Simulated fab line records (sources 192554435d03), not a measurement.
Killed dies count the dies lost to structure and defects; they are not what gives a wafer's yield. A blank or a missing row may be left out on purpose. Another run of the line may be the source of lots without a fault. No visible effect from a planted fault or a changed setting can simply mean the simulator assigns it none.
Which tool is to blame? ; flow n5 finfet ; 24 lots with 72 wafers sampled at 6 steps, on a route of 1938 steps

WHAT THE GAUGES READ, wafer by wafer
N5_BEOL_M7_THK_MEAS_01. Usual: M7_ILD_THK gives 155.1 nm (standard deviation 1.9).
lot;measured;on;M7_ILD_THK (nm);flag
L074;day 9 15:22;film metro-02;153.4 152.4 155.7;
L076;day 10 02:28;film metro-02;154.6 154.7 158.7;
L077;day 10 03:41;film metro-01;153.9 157.1 156.6;
L079;day 10 04:49;film metro-01;157.2 154.2 158.8;
L075;day 10 05:02;film metro-01;153.7 156.7 156.5;
L078;day 10 14:23;film metro-02;151.5 152.4 154.0;
L080;day 11 09:20;film metro-02;153.9 151.4 154.7;
L081;day 11 15:41;film metro-02;151.3 154.2 157.0;
L082;day 12 11:38;film metro-02;152.8 154.0 157.2;
L085;day 12 13:26;film metro-01;152.1 154.3 155.0;
L084;day 13 17:53;film metro-01;155.1 155.6 155.6;
L086;day 13 22:16;film metro-01;155.0 155.2 156.4;
L089;day 14 09:03;film metro-02;157.9 155.0 158.1;
L083;day 14 12:44;film metro-02;151.7 153.3 155.1;
L087;day 14 15:07;film metro-02;153.7 156.8 157.0;
L088;day 14 21:47;film metro-02;156.6 151.5 154.5;
L090;day 15 01:55;film metro-02;153.8 155.4 156.2;
L093;day 15 14:08;film metro-02;154.3 154.0 156.2;
L092;day 15 20:17;film metro-01;154.0 152.3 157.1;
L094;day 15 21:50;film metro-02;155.1 153.7 154.9;
L091;day 15 22:29;film metro-01;154.2 151.8 156.6;
L097;day 16 12:06;film metro-02;153.7 153.4 157.2;
L095;day 16 12:17;film metro-01;156.6 156.8 158.8;
L096;day 17 00:34;film metro-01;155.3 155.6 156.5;

N5_BEOL_M7_THK_MEAS_53: measures by xrf. Usual: M7_THK gives 78.8 nm (standard deviation 1.5).
lot;measured;on;M7_THK (nm);flag
L074;day 9 23:32;film metro-02;77.1 79.4 78.1;
L076;day 10 13:20;film metro-01;77.3 79.7 78.6;
L077;day 10 14:08;film metro-02;80.2 79.6 78.7;
L079;day 10 17:10;film metro-01;78.0 77.9 79.3;
L075;day 10 16:30;film metro-02;80.1 79.9 80.5;
L078;day 11 01:27;film metro-02;77.7 78.5 78.5;
L080;day 11 17:56;film metro-02;80.1 78.0 77.0;
L081;day 11 21:23;film metro-01;79.2 79.3 77.2;
L082;day 12 18:24;film metro-02;78.4 79.8 78.0;
L085;day 12 21:05;film metro-01;82.1 78.9 79.5;
L084;day 14 05:41;film metro-01;77.3 77.3 77.0;
L086;day 14 07:59;film metro-02;79.3 77.6 79.0;
L089;day 14 16:02;film metro-02;79.1 81.2 83.3;
L083;day 14 22:47;film metro-02;78.5 79.6 78.8;
L087;day 15 00:22;film metro-02;77.6 77.6 78.1;
L088;day 15 04:20;film metro-01;79.2 77.1 79.2;
L090;day 15 09:34;film metro-02;79.8 79.3 78.5;
L093;day 15 20:46;film metro-02;78.7 77.1 80.6;
L092;day 16 04:41;film metro-01;82.8 77.4 77.9;
L094;day 16 08:16;film metro-02;77.1 77.8 78.2;
L091;day 16 08:32;film metro-01;77.0 80.1 80.2;
L097;day 16 19:29;film metro-01;79.5 78.5 80.7;
L095;day 16 20:01;film metro-01;78.6 77.2 78.6;
L096;day 17 09:50;film metro-02;77.9 76.3 77.3;

N5_BEOL_M8_THK_MEAS_01. Usual: M8_ILD_THK gives 155.5 nm (standard deviation 2.2).
lot;measured;on;M8_ILD_THK (nm);flag
L074;day 10 00:22;film metro-02;153.0 154.6 155.7;
L076;day 10 14:08;film metro-01;154.2 153.2 155.1;
L077;day 10 14:56;film metro-01;152.2 154.3 154.0;
L079;day 10 17:56;film metro-01;153.2 153.7 156.5;
L075;day 10 17:19;film metro-02;154.2 152.2 156.0;
L078;day 11 02:58;film metro-02;152.0 154.3 155.3;
L080;day 11 18:43;film metro-01;156.5 156.2 159.7;
L081;day 11 22:11;film metro-02;156.7 159.1 159.3;
L082;day 12 19:10;film metro-01;157.1 156.2 157.2;
L085;day 12 21:52;film metro-02;153.7 155.1 159.1;
L084;day 14 06:28;film metro-01;156.2 158.4 157.7;
L086;day 14 08:46;film metro-02;151.4 154.6 157.2;
L089;day 14 16:48;film metro-01;154.6 153.5 158.5;
L083;day 15 00:02;film metro-02;157.3 157.5 160.4;
L087;day 15 01:08;film metro-01;153.4 155.1 154.6;
L088;day 15 05:06;film metro-01;153.6 154.8 158.0;
L090;day 15 10:21;film metro-02;155.7 157.3 156.5;
L093;day 15 22:07;film metro-01;156.5 156.8 158.5;
L092;day 16 05:28;film metro-02;150.8 151.5 152.6;
L094;day 16 09:07;film metro-02;153.3 151.9 152.0;
L091;day 16 09:35;film metro-01;151.9 152.9 155.7;
L097;day 16 20:44;film metro-01;152.7 155.4 157.0;
L095;day 16 21:08;film metro-01;158.5 158.6 158.1;
L096;day 17 10:44;film metro-02;154.0 157.2 156.8;

N5_BEOL_M8_INSPECT_13: inspects for defects (brightfield). Usual: 430 for raw defect count, sd 100.
lot;measured;on;raw defect count;flag
L074;day 10 02:55;defect inspect-01;388 366 424;
L076;day 10 16:30;defect inspect-01;439 334 491;
L077;day 10 16:32;defect inspect-02;504 474 405;
L079;day 10 20:08;defect inspect-02;381 440 454;
L075;day 10 17:58;defect inspect-02;320 268 452;
L078;day 11 03:53;defect inspect-02;657 492 843;
L080;day 11 19:31;defect inspect-01;363 532 338;
L081;day 11 23:16;defect inspect-02;465 433 306;
L082;day 12 20:11;defect inspect-01;474 413 400;
L085;day 12 22:59;defect inspect-01;325 331 452;
L084;day 14 07:58;defect inspect-01;311 296 320;
L086;day 14 11:38;defect inspect-01;469 459 445;
L089;day 14 19:22;defect inspect-01;331 319 381;
L083;day 15 00:52;defect inspect-02;345 322 411;
L087;day 15 01:40;defect inspect-02;542 522 462;
L088;day 15 06:05;defect inspect-01;413 393 601;
L090;day 15 11:56;defect inspect-01;416 429 571;
L093;day 16 01:58;defect inspect-02;394 444 431;
L092;day 16 06:42;defect inspect-02;610 767 611;
L094;day 16 10:23;defect inspect-02;420 379 264;
L091;day 16 10:47;defect inspect-02;374 400 389;
L097;day 17 00:15;defect inspect-02;425 474 485;
L095;day 17 00:32;defect inspect-01;348 366 515;
L096;day 17 12:40;defect inspect-01;330 629 531;

WHAT TOOL EACH LOT RAN ON (gives the tool, then ch and the chambers of the sampled wafers, and finally the start)
lot;N5_BEOL_M7_ETCH_66;N5_BEOL_M8_ILD_DEP_00
L074;rie diel-06 ch 0,1,2, day 9 18:52;pecvd-01 ch 0,1, day 9 23:46
L076;rie diel-06 ch 0,2,3, day 10 08:56;pecvd-02 ch 1,2, day 10 13:34
L077;rie diel-06 ch 0,1, day 10 09:20;pecvd-01 ch 0,1, day 10 14:20
L079;rie diel-03 ch 0,1,3, day 10 12:40;pecvd-03 ch 0,1, day 10 17:22
L075;rie diel-02 ch 0,2,3, day 10 12:49;pecvd-02 ch 0,1, day 10 16:41
L078;rie diel-06 ch 0,1,3, day 10 22:32;pecvd-02 ch 0,1, day 11 01:38
L080;rie diel-06 ch 0,1, day 11 15:01;pecvd-01 ch 1,2, day 11 18:08
L081;rie diel-06 ch 0,1,2, day 11 18:58;pecvd-03 ch 1,2, day 11 21:35
L082;rie diel-03 ch 1,2,3, day 12 13:58;pecvd-03 ch 0,1, day 12 18:36
L085;rie diel-03 ch 2,3, day 12 17:52;pecvd-03 ch 0,1,2, day 12 21:17
L084;rie diel-03 ch 0,3, day 14 00:26;pecvd-03 ch 0,1, day 14 05:53
L086;rie diel-06 ch 1,2,3, day 14 03:34;pecvd-02 ch 1,2, day 14 08:11
L089;rie diel-03 ch 0,1,2, day 14 12:44;pecvd-01 ch 0,1, day 14 16:13
L083;rie diel-06 ch 0,1, day 14 18:12;pecvd-03 ch 0,1, day 14 22:58
L087;rie diel-02 ch 1,3, day 14 21:26;pecvd-03 ch 1,2, day 15 00:34
L088;rie diel-03 ch 1,2,3, day 15 00:04;pecvd-02 ch 1,2, day 15 04:31
L090;rie diel-06 ch 1,2,3, day 15 07:10;pecvd-01 ch 0,1, day 15 09:46
L093;rie diel-03 ch 0,1,2, day 15 17:37;pecvd-03 ch 0,2, day 15 20:57
L092;rie diel-03 ch 0,1, day 16 01:00;pecvd-02 ch 0,1,2, day 16 04:53
L094;rie diel-06 ch 0,2,3, day 16 05:12;pecvd-02 ch 0,1,2, day 16 08:28
L091;rie diel-03 ch 0,1, day 16 05:25;pecvd-01 ch 0,1,2, day 16 08:44
L097;rie diel-02 ch 0,1, day 16 15:24;pecvd-02 ch 0,2, day 16 19:40
L095;rie diel-06 ch 0,2,3, day 16 15:42;pecvd-03 ch 0,1,2, day 16 20:14
L096;rie diel-03 ch 0,2,3, day 17 06:21;pecvd-01 ch 0,1,2, day 17 10:01
- N5_BEOL_M7_ETCH_66: etches SOC in N2/H2, target depth 80 nm, overetch 16 nm, time 120 s.
- N5_BEOL_M8_ILD_DEP_00: deposits SiCOH lowk from DEMS/porogen, target thk 179.75 nm, time 33.4 s.

AS READ BY THE TOOLS THEMSELVES (means over the sampled wafers that have a number; for cases with no such wafer, the mark the record gives instead)
N5_BEOL_M7_ETCH_66. Usual: drypump motor current A 5.6 A, standard deviation 0.48; oes product au 0.62 a.u., standard deviation 0.069; rf vpp V 524.2 V, standard deviation 2.7; showerhead plenum p Torr 2.55 Torr, standard deviation 0.097; temp c 40.01 C, standard deviation 0.1; throttle valve pct 17.79 %, standard deviation 0.24.
lot;tool;drypump motor current A (A);oes product au (a.u.);rf vpp V (V);showerhead plenum p Torr (Torr);temp c (C);throttle valve pct (%);flag
L074;rie diel-06;5.8;0.61;523.2;2.51;40.11;17.80;
L076;rie diel-06;5.7;0.60;521.8;2.48;39.96;17.75;
L077;rie diel-06;5.3;0.65;524.2;2.53;39.95;17.78;
L079;rie diel-03;5.4;0.62;525.1;2.60;40.03;17.73;
L075;rie diel-02;5.8;0.61;523.0;2.52;40.00;17.85;
L078;rie diel-06;5.4;0.59;524.9;2.54;40.04;17.97;
L080;rie diel-06;5.5;0.58;524.3;2.57;39.98;18.02;
L081;rie diel-06;5.7;0.59;522.8;2.51;40.05;17.82;
L082;rie diel-03;5.6;0.63;527.5;2.67;40.02;17.80;
L085;rie diel-03;5.4;0.70;528.7;2.71;39.94;17.67;
L084;rie diel-03;5.2;0.63;525.6;2.62;39.85;17.65;
L086;rie diel-06;5.9;0.53;524.0;2.52;40.04;18.01;
L089;rie diel-03;5.3;0.68;525.3;2.59;39.94;17.66;
L083;rie diel-06;5.3;0.62;522.9;2.52;39.93;17.83;
L087;rie diel-02;6.1;0.62;523.3;2.54;40.16;17.84;
L088;rie diel-03;5.6;0.68;527.0;2.66;40.04;17.68;
L090;rie diel-06;5.8;0.53;522.7;2.51;40.11;18.03;
L093;rie diel-03;5.3;0.67;525.0;2.59;39.97;17.67;
L092;rie diel-03;5.2;0.64;523.6;2.51;40.14;17.64;
L094;rie diel-06;5.7;0.57;521.2;2.46;40.09;17.82;
L091;rie diel-03;5.6;0.68;523.8;2.55;39.96;17.67;
L097;rie diel-02;5.8;0.63;522.2;2.50;39.93;17.69;
L095;rie diel-06;5.7;0.57;521.6;2.46;40.01;17.83;
L096;rie diel-03;5.2;0.63;525.3;2.61;40.07;17.69;

N5_BEOL_M8_ILD_DEP_00. Usual: heater power w 305 W, standard deviation 47; showerhead plenum p Torr 5.737 Torr, standard deviation 0.02; throttle valve pct 14.0 %, standard deviation 0.73.
lot;tool;heater power w (W);showerhead plenum p Torr (Torr);throttle valve pct (%);flag
L074;pecvd-01;370;5.759;14.5;
L076;pecvd-02;349;5.757;13.8;
L077;pecvd-01;339;5.758;14.7;
L079;pecvd-03;261;5.716;13.8;
L075;pecvd-02;272;5.731;14.7;
L078;pecvd-02;290;5.734;14.7;
L080;pecvd-01;329;5.754;14.4;
L081;pecvd-03;278;5.724;13.7;
L082;pecvd-03;266;5.718;13.9;
L085;pecvd-03;287;5.717;13.7;
L084;pecvd-03;309;5.717;13.7;
L086;pecvd-02;309;5.760;14.5;
L089;pecvd-01;368;5.763;14.7;
L083;pecvd-03;280;5.707;13.9;
L087;pecvd-03;287;5.725;13.9;
L088;pecvd-02;295;5.752;14.4;
L090;pecvd-01;334;5.753;14.1;
L093;pecvd-03;267;5.714;13.9;
L092;pecvd-02;297;5.750;14.2;
L094;pecvd-02;333;5.736;14.4;
L091;pecvd-01;307;5.755;14.0;
L097;pecvd-02;337;5.740;13.7;
L095;pecvd-03;257;5.720;14.0;
L096;pecvd-01;342;5.745;13.8;

THE ANSWER, worked out from the rows above alone
Rule: take the mean of a lot's wafers that have a number; if it is more than 3 standard deviations from the usual mean, the lot is off. A lot without any number at a reading at which 4 lots or more have one is off too. The other lots that the step has rows for count as sound. The gauges are gone through in route order, then the tools' own readings, and for those a lot's mean is taken as printed above. The first step at which some lot is off is used, and at that step the reading that is off furthest; a lot without a number counts as furthest.
Nothing can be told from this: no lot is off at any reading shown.

WHAT WAS PUT IN BY THE SIMULATOR
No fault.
